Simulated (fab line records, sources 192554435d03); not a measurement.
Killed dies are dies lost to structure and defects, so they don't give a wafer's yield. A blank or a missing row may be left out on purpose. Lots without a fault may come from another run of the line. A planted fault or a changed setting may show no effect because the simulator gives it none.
One fault seen from 3 desks | flow n5_finfet | each desk has only its own numbers; what lay behind them comes last

THE METROLOGY DESK
What the gauges read, lot by lot, whatever tool the lot ran on: means of the sampled wafers that have a number. A lot is out of limits, marked OUT, if its mean lies more than 4 standard deviations from the usual mean; the brackets give that distance. Of its 12 readings 7 are shown: those that lie furthest out on some lot.
Columns: A = DIBL_N at N5_BEOL_M4_RC_MEAS_101, usual 36.5 mV/V; B = IOFF_N at N5_BEOL_M4_RC_MEAS_101, usual 0.17 nA/um; C = IOFF_P at N5_BEOL_M4_RC_MEAS_101, usual 0.22 nA/um; D = SS_N at N5_BEOL_M4_RC_MEAS_101, usual 71.6 mV/dec; E = SS_P at N5_BEOL_M4_RC_MEAS_101, usual 73.5 mV/dec; F = VT_N at N5_BEOL_M4_RC_MEAS_101, usual 250 mV; G = VT_P at N5_BEOL_M4_RC_MEAS_101, usual -250 mV
lot  | first seen here | A    | B    | C    | D    | E    | F   | G
L937 | day 4 07:38     | 33.2 | 0.11 | 0.14 | 70.5 | 72.2 | 257 | -258
L938 | day 4 14:03     | 36.0 | 0.16 | 0.22 | 71.7 | 73.1 | 250 | -249
L944 | day 5 19:54     | 35.8 | 0.15 | 0.22 | 71.4 | 73.7 | 252 | -250
L945 | day 6 01:21     | 33.5 | 0.12 | 0.17 | 71.2 | 73.0 | 253 | -256
L949 | day 7 07:19     | 38.4 | 0.23 | 0.28 | 71.7 | 73.8 | 245 | -244
L951 | day 7 16:53     | 36.0 | 0.15 | 0.21 | 71.5 | 73.6 | 252 | -252
L956 | day 8 21:10     | 37.7 | 0.20 | 0.24 | 72.0 | 73.4 | 245 | -249
This desk's finding: nothing out of limits on any of the 7 lots.

THE DEFECT DESK
What the inspections along the route counted, lot by lot: means of the sampled wafers that have a number. A lot is out of limits, marked OUT, if its mean lies more than 4 standard deviations from the usual mean; the brackets give that distance.
Columns: A = raw_defect_count at N5_HKMG_FIN_INSPECT_14, usual 2.0
lot  | first seen here | A
L937 | day 4 07:41     | 1.7
L938 | day 4 14:06     | 2.3
L944 | day 5 19:58     | 3.0
L945 | day 6 01:24     | 2.0
L949 | day 7 07:22     | 2.5
L951 | day 7 16:57     | 3.3
L956 | day 8 21:13     | 1.7
This desk's finding: nothing out of limits on any of the 7 lots.

THE TOOL OWNER'S DESK: rie_diel-02
The tool's own readings at N5_HKMG_FIN_ETCH_35 (etches SOC in N2/H2, target depth 215.8 nm, time 243.4 s): means of the sampled wafers that have a number, for each lot that ran on this tool. A lot is out of limits, marked OUT, if its mean lies more than 4 standard deviations from the usual mean; the brackets give that distance.
Columns: A = drypump_motor_current_A at N5_HKMG_FIN_ETCH_35, usual 5.5 A; B = oes_product_au at N5_HKMG_FIN_ETCH_35, usual 0.77 a.u.; C = rf_vpp_V at N5_HKMG_FIN_ETCH_35, usual 142.0 V; D = run_length_s at N5_HKMG_FIN_ETCH_35, usual 266.7 s; E = showerhead_plenum_p_Torr at N5_HKMG_FIN_ETCH_35, usual 2.58 Torr; F = throttle_valve_pct at N5_HKMG_FIN_ETCH_35, usual 17.9 %
lot  | first seen here | A   | B    | C     | D               | E    | F
L938 | day 4 14:26     | 5.6 | 0.72 | 141.9 | 266.6           | 2.64 | 18.2
L944 | day 5 20:17     | 5.3 | 0.69 | 141.8 | 272.4 (+13) OUT | 2.61 | 18.1
L945 | day 6 01:44     | 6.0 | 0.76 | 141.7 | 273.0 (+14) OUT | 2.60 | 18.2
L949 | day 7 07:42     | 6.0 | 0.74 | 142.6 | 278.6 (+27) OUT | 2.59 | 18.2
This desk's finding: out of limits on L944, L945, L949; first on L944, day 5 20:17 (run_length_s at N5_HKMG_FIN_ETCH_35). In limits: L938.

PUT TOGETHER
The tool owner's desk could have raised an alarm at day 5 20:17, on L944, L945, L949.
The metrology desk saw nothing out of limits.
The defect desk saw nothing out of limits.
The metrology desk has L944, L945, L949 on record, within its limits.
The defect desk has L944, L945, L949 on record, within its limits.
Of the lots named, all ran N5_HKMG_FIN_ETCH_35 on rie_diel-02.

WHAT THE SIMULATOR HAD PUT IN
Process parameter drift: rie_diel-02, from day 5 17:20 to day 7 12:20, at N5_HKMG_FIN_ETCH_35. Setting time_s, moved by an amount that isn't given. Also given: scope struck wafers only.
Lots struck among those shown: L944, L945, L949.
Hours from the fault's start to each desk's first reading out of limits: the tool owner's desk, 3.
